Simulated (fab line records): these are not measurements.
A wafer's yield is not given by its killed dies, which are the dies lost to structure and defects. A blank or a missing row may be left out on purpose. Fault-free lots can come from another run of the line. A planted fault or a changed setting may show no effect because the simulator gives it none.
Matching of chambers + flow n5_finfet + 4 sister chambers for N5_BEOL_M14_ETCH_59 on rie_diel-04
The step etches BARC in N2/H2, target depth 89 nm, overetch 26.7 nm, time 67.9 s. 14 wafers are shown with their chamber, then 7 later ones without.

## EACH WAFER AND ITS CHAMBER
| wafer  | chamber | throttle_valve_pct (%) | showerhead_plenum_p_Torr (Torr) | oes_product_au (a.u.) |
|--------|---------|------------------------|---------------------------------|-----------------------|
| L078.1 | 2       | 17.48                  | 2.69                            | 0.77                  |
| L078.3 | 1       | 17.49                  | 2.59                            | 0.73                  |
| L078.5 | 3       | 18.18                  | 2.62                            | 0.62                  |
| L081.3 | 2       | 17.47                  | 2.69                            | 0.76                  |
| L081.5 | 0       | 18.29                  | 2.50                            | 0.59                  |
| L081.6 | 3       | 18.19                  | 2.62                            | 0.62                  |
| L084.1 | 0       | 18.29                  | 2.50                            | 0.59                  |
| L084.3 | 2       | 17.50                  | 2.68                            | 0.76                  |
| L084.4 | 1       | 17.52                  | 2.59                            | 0.72                  |
| L086.1 | 0       | 18.31                  | 2.50                            | 0.59                  |
| L086.2 | 3       | 18.20                  | 2.61                            | 0.60                  |
| L086.3 | 2       | 17.49                  | 2.68                            | 0.75                  |
| L090.1 | 1       | 17.55                  | 2.58                            | 0.69                  |
| L090.2 | 2       | 17.54                  | 2.67                            | 0.73                  |

SIGNATURES (means of the wafers above)
| reading                  | chamber 0 | chamber 1 | chamber 2 | chamber 3 | scatter within a chamber |
|--------------------------|-----------|-----------|-----------|-----------|--------------------------|
| throttle_valve_pct       | 18.2967   | 17.5200   | 17.4960   | 18.1900   | 0.0228                   |
| showerhead_plenum_p_Torr | 2.5000    | 2.5867    | 2.6820    | 2.6167    | 0.00643                  |
| oes_product_au           | 0.5900    | 0.7133    | 0.7540    | 0.6133    | 0.0143                   |
Rule: for each reading, subtract the chamber's mean from the wafer's reading, divide by that reading's scatter and square the result; add these up over the readings and take the root, which gives the wafer's distance from the chamber. The wafer belongs to the nearest chamber; if the next one is less than 2 further off, it can't be placed. The scatter: the root of (the sum of the squares of (reading less its chamber's mean) over the shown wafers, divided by (wafers less chambers)).

## WAFERS WITH NO CHAMBER GIVEN
| wafer  | throttle_valve_pct (%) | showerhead_plenum_p_Torr (Torr) | oes_product_au (a.u.) |
|--------|------------------------|---------------------------------|-----------------------|
| L090.4 | 17.53                  | 2.67                            | 0.73                  |
| L093.1 | 17.79                  | 2.61                            | 0.81                  |
| L093.2 | 17.84                  | 2.49                            | 0.79                  |
| L093.6 | 17.78                  | 2.61                            | 0.81                  |
| L094.2 | 17.55                  | 2.57                            | 0.68                  |
| L094.5 | 17.55                  | 2.57                            | 0.68                  |
| L094.6 | 17.83                  | 2.49                            | 0.79                  |

## EACH ONE'S CHAMBER
| wafer  | from the rows above | in truth                   |
|--------|---------------------|----------------------------|
| L090.4 | 2                   | 2                          |
| L093.1 | 1                   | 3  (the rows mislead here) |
| L093.2 | 1                   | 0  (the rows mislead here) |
| L093.6 | 1                   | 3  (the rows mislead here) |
| L094.2 | 1                   | 1                          |
| L094.5 | 1                   | 1                          |
| L094.6 | 1                   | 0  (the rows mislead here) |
3 of 7 placed correctly. Number that these rows cannot place: 0. Number placed wrongly: 4.
